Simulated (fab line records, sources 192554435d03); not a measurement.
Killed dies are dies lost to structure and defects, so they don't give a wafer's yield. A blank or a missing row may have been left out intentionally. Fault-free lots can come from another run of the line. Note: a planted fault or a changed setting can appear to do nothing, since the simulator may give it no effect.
fab line records    flow n5-finfet
record: lots: 13  wafers: 36  last-day: 19
route steps=1938 shown BEOL_M9@1460 PASSIVATION@1936
lots untouched by any fault: they come from a run of this same line in which no faults occurred
start-h: hours from the record's opening day to when the first of the lot's shown wafers began    wait-h: hours from the lot's prior step to this one    " the same as in the row above    L1.1+2: a row that stands for several wafers    - either no value or no given start    * or withheld: withheld    < > ~ a bound
route shown NAME@n: names a module that has steps shown in the file, with the first one's number in the route    usual: mean and standard deviation over wafers with no fault    same: alike in all rows    chamber/n: place in a boat    sites: readings site by site    _std_site: their standard deviation    _edge_site: mean of outer sites minus mean of inner sites    radius-mm: how far each site lies from the wafer's centre    mask NAME#n: copy n    behind: the last tool/chamber to shape the wafer    hold: what put the lot on hold/how long, in hours/how the hold closed    device: transistor that didn't switch, given as n, p or np    end of line: tests of these same wafers at the route's end    a step with no rows: only its recipe    killed: dies lost to structure and defects at the first sort, not the wafer's yield    map: per-die view of a wafer (x killed, . not killed, _ where there is no die)
set.NAME: the setting as run; set.NAME@STEP: as run at that earlier step    model.NAME: the simulator's own value behind a step, which no gauge read
route steps across a sampled set of lots; one table per step, one row per wafer
services: a tool's chamber out of use, with start hour (start-h, from the record's first day; less than 0 if before it), hours out, and reason
== steps ==
step: N5_BEOL_M9_CVD_78
recipe: material: Co  target-thk-a: 20  temp-c: withheld  precursor: CCTBA/H2  pressure-torr: 30  time-s: 138.9
usual: run-length-s: 161.6/0.59
lot.wafer  tool       chamber  start-h  wait-h  run-length-s
L132.1     cvd-co-02  0        212.24   0.0     162.2
L132.3     "          2        "        "       161.6
L132.5     "          1        "        "       162.1
L134.1     cvd-co-01  0        227.67   0.3     161.5
L134.4     "          1        "        "       161.8
L134.6     "          0        "        "       162.1
L135.1     cvd-co-02  2        230.43   0.2     161.2
L135.4     "          1        "        "       162.4
L135.6     "          0        "        "       161.9
L133.2     cvd-co-02  0        242.80   0.3     161.8
L133.4     "          1        "        "       162.5
L133.6     "          2        "        "       160.6
L136.2     cvd-co-01  1        248.66   0.2     161.4
L136.4     "          2        "        "       161.4
L136.6     "          0        "        "       162.2
L138.1     cvd-co-02  2        270.53   0.0     160.9
L138.3     "          0        "        "       161.6
L138.5     "          1        "        "       162.3
L137.2     cvd-co-02  0        275.37   0.0     161.8
L137.3     "          2        "        "       161.0
L137.5     "          2        "        "       160.6
L139.1     cvd-co-01  1        278.91   0.2     161.6
L139.2     "          2        "        "       160.6
L139.6     "          2        "        "       161.2
L145.4     cvd-co-02  1        309.28   0.1     162.1
L147.1     cvd-co-02  2        311.03   0.0     160.6
L147.4     "          0        "        "       162.3
L147.6     "          2        "        "       116.7
L148.4     cvd-co-02  1        320.40   0.1     162.3
L148.6     "          2        "        "       117.0
L149.2     cvd-co-01  1        325.09   0.1     161.1
L149.5     "          1        "        "       161.1
L149.6     "          2        "        "       160.8
L155.3     cvd-co-01  0        386.95   0.0     161.6
L155.4     "          1        "        "       161.8
L155.5     "          0        "        "       161.8
step: N5_BEOL_M9_ANNEAL_51
recipe: temp-c: 225  time-s: 90  ambient: N2
usual: anneal-temp-c-max: 226.21/0.28  wafer_temp_C_max: 225.9/0.34
lot.wafer  tool           chamber  start-h  wait-h  anneal-temp-c-max  wafer_temp_C_max
L132.1     rtp-anneal-02  0        213.15   0.6     226.80             225.6
L132.3     "              0        "        "       226.26             225.7
L132.5     "              0        "        "       226.61             225.6
L134.1     rtp-anneal-01  0        229.65   0.2     226.09             226.1
L134.4     "              0        "        "       226.11             226.1
L134.6     "              0        "        "       226.14             225.6
L135.1     rtp-anneal-01  0        232.63   0.1     225.91             226.5
L135.4     "              0        "        "       225.96             226.0
L135.6     "              0        "        "       226.17             226.8
L133.2     rtp-anneal-01  0        243.78   0.1     225.58             226.0
L133.4     "              0        "        "       226.00             226.3
L133.6     "              0        "        "       226.46             226.1
L136.2     rtp-anneal-02  0        249.80   0.2     226.51             226.1
L136.4     "              0        "        "       226.23             225.4
L136.6     "              0        "        "       226.67             225.3
L138.1     rtp-anneal-02  0        271.04   0.1     226.03             225.8
L138.3     "              0        "        "       226.14             225.6
L138.5     "              0        "        "       226.29             225.6
L137.2     rtp-anneal-01  0        276.02   0.3     226.49             226.6
L137.3     "              0        "        "       226.43             225.9
L137.5     "              0        "        "       226.21             226.1
L139.1     rtp-anneal-02  0        279.36   0.1     226.27             225.4
L139.2     "              0        "        "       226.73             225.2
L139.6     "              0        "        "       226.26             225.6
L145.4     rtp-anneal-02  0        309.71   0.2     226.09             226.1
L147.1     rtp-anneal-02  0        311.65   0.3     226.21             226.0
L147.4     "              0        "        "       226.83             225.7
L147.6     "              0        "        "       226.26             225.9
L148.4     rtp-anneal-02  0        320.88   0.2     226.03             226.1
L148.6     "              0        "        "       226.00             226.0
L149.2     rtp-anneal-02  0        325.53   0.1     226.71             225.8
L149.5     "              0        "        "       225.85             225.9
L149.6     "              0        "        "       226.24             226.1
L155.3     rtp-anneal-02  0        387.80   0.1     226.44             225.7
L155.4     "              0        "        "       226.60             225.6
L155.5     "              0        "        "       226.35             225.7
step: N5_BEOL_M9_THK_MEAS_53
recipe: thk-meas-gauge: xrf  reads: Cu_of_BEOL_M9_ECD_50
usual: M9_THK: 141/3.2
lot.wafer  tool           chamber  start-h  wait-h  M9_THK[nm]
L132.1     film-metro-02  -        213.74   -       139
L132.3     "              -        "        "       142
L132.5     "              -        "        "       141
L134.1     film-metro-01  -        230.25   -       143
L134.4     "              -        "        "       141
L134.6     "              -        "        "       142
L135.1     film-metro-02  -        233.72   -       146
L135.4     "              -        "        "       141
L135.6     "              -        "        "       139
L133.2     film-metro-02  -        244.33   -       145
L133.4     "              -        "        "       142
L133.6     "              -        "        "       145
L136.2     film-metro-02  -        250.35   -       138
L136.4     "              -        "        "       141
L136.6     "              -        "        "       148
L138.1     film-metro-02  -        271.63   -       140
L138.3     "              -        "        "       143
L138.5     "              -        "        "       141
L137.2     film-metro-02  -        276.57   -       140
L137.3     "              -        "        "       139
L137.5     "              -        "        "       141
L139.1     film-metro-01  -        280.22   -       140
L139.2     "              -        "        "       138
L139.6     "              -        "        "       150
L145.4     film-metro-01  -        310.17   -       141
L147.1     film-metro-02  -        312.25   -       140
L147.4     "              -        "        "       137
L147.6     "              -        "        "       139
L148.4     film-metro-02  -        321.33   -       140
L148.6     "              -        "        "       141
L149.2     film-metro-01  -        326.08   -       137
L149.5     "              -        "        "       138
L149.6     "              -        "        "       135
L155.3     film-metro-02  -        388.31   -       137
L155.4     "              -        "        "       136
L155.5     "              -        "        "       141
step: N5_BEOL_M9_DEP_56
recipe: material: SiCN  target-thk-a: 150  temp-c: withheld  precursor: 3MS/NH3  pressure-torr: 3  rf-w: 202  time-s: 26.5
usual: showerhead-plenum-p-Torr: 3.662/0.012  throttle-valve-pct: 9.1/0.49
lot.wafer  tool      chamber  start-h  wait-h  showerhead-plenum-p-Torr  throttle-valve-pct
L132.1     pecvd-03  1        213.80   0.0     3.682                     8.5
L132.3     "         2        "        "       3.683                     8.8
L132.5     "         2        "        "       3.672                     8.6
L134.1     pecvd-01  0        230.33   0.0     3.679                     9.1
L134.4     "         0        "        "       3.686                     9.3
L134.6     "         0        "        "       3.669                     9.0
L135.1     pecvd-04  0        233.78   0.0     3.645                     8.5
L135.4     "         2        "        "       3.667                     8.6
L135.6     "         0        "        "       3.647                     8.4
L133.2     pecvd-01  1        244.39   0.0     3.662                     9.9
L133.4     "         2        "        "       3.671                     8.7
L133.6     "         0        "        "       3.677                     9.3
L136.2     pecvd-04  2        250.41   0.0     3.666                     8.6
L136.4     "         0        "        "       3.651                     8.4
L136.6     "         2        "        "       3.670                     8.7
L138.1     pecvd-01  1        271.69   0.0     3.670                     9.9
L138.3     "         0        "        "       3.678                     8.8
L138.5     "         0        "        "       3.673                     9.1
L137.2     pecvd-01  0        276.63   0.0     3.671                     9.1
L137.3     "         1        "        "       3.663                     9.8
L137.5     "         2        "        "       3.653                     8.6
L139.1     pecvd-04  1        280.28   0.0     3.660                     9.6
L139.2     "         2        "        "       3.671                     8.7
L139.6     "         1        "        "       3.656                     9.8
L145.4     pecvd-01  1        310.25   0.0     3.665                     9.9
L147.1     pecvd-04  1        312.33   0.0     3.656                     9.6
L147.4     "         0        "        "       3.639                     8.8
L147.6     "         0        "        "       3.639                     8.8
L148.4     pecvd-04  1        321.41   0.0     3.659                     9.9
L148.6     "         2        "        "       3.679                     8.3
L149.2     pecvd-04  1        326.14   0.0     3.663                     9.7
L149.5     "         1        "        "       3.655                     9.7
L149.6     "         2        "        "       3.680                     8.6
L155.3     pecvd-04  1        388.37   0.0     3.657                     9.7
L155.4     "         2        "        "       3.672                     8.8
L155.5     "         1        "        "       3.659                     9.4
step: N5_PASSIVATION_PROBE_49
usual: killed_at_M0_to_M3: 35/12  killed_at_M4_up: 13/5.8  killed-at-contacts: 12/5.5  killed-at-front-end: 36/9.9  killed-at-other: 4/3.7  killed-dies: 101/18  killed-open: 66/13  killed-short: 33/8
same: gross-dies: 1180  killed-at-back-side: 0
lot.wafer  tool       chamber  start-h  wait-h  killed_at_M0_to_M3  killed_at_M4_up  killed-at-contacts  killed-at-front-end  killed-at-other  killed-dies  killed-open  killed-short
L145.4     prober-02  -        372.25   0.2     33                  15               6                   33                   4                91           56           34
killed by level:class
L145.4 BEOL_M3:geometric-particle:open=8 FIN_SAQP:geometric-particle:open=7 BEOL_M2:geometric-particle:open=7 STI_FIN_REVEAL:geometric-particle:open=6 ILD0:geometric-particle:short=6 BEOL_M1:geometric-particle:open=5 STARTING-WAFER:geometric-particle:short=4 DUMMY_GATE:geometric-particle:open=4
== services ==
tool       chamber  start-h  hours  kind
pecvd-03   -        199.47   0.3    repair
pecvd-01   2        202.38   -      clean
pecvd-01   2        202.38   -      consumable-replace:showerhead
pecvd-01   2        202.38   29.0   scheduled-down
pecvd-01   2        202.38   29.0   vent-cycle
cvd-co-02  -        210.13   0.5    repair
pecvd-04   1        255.55   2.1    scheduled-down
pecvd-03   -        270.84   0.9    repair
pecvd-03   2        277.64   2.1    scheduled-down
cvd-co-01  1        294.59   7.7    repair
pecvd-03   2        326.21   5.5    scheduled-down
pecvd-01   2        328.77   2.1    scheduled-down
cvd-co-01  1        333.33   -      clean
cvd-co-01  1        333.33   22.0   scheduled-down
cvd-co-01  1        333.33   22.0   vent-cycle
pecvd-01   1        338.48   5.5    scheduled-down
cvd-co-01  -        347.99   6.0    pm
pecvd-04   2        359.90   5.5    scheduled-down
pecvd-01   1        365.72   2.1    scheduled-down
cvd-co-01  -        366.67   2.8    pm
pecvd-01   0        380.40   5.5    scheduled-down
== key ==
first-sign: step: N5_BEOL_M9_CVD_78  reading: run-length-s  direction: down  sigmas: 76  usual: *  struck: *
effect none on later readings
met-at N5_BEOL_M9_CVD_78
struck-lots L147,L148
struck-wafers L147.6,L148.6
not-acting-at N5_BEOL_M9_ANNEAL_51,N5_BEOL_M9_THK_MEAS_53,N5_BEOL_M9_DEP_56
onset-between 275.37 311.03
fault: kind: process-parameter-drift  tool: cvd-co-02  chamber: -  onset-h: 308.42  steps: N5_BEOL_M9_CVD_78  channel: time-s  offset: *  shape: step  end-h: 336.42  scope: struck-wafers-only  acts-in: *  stated: *
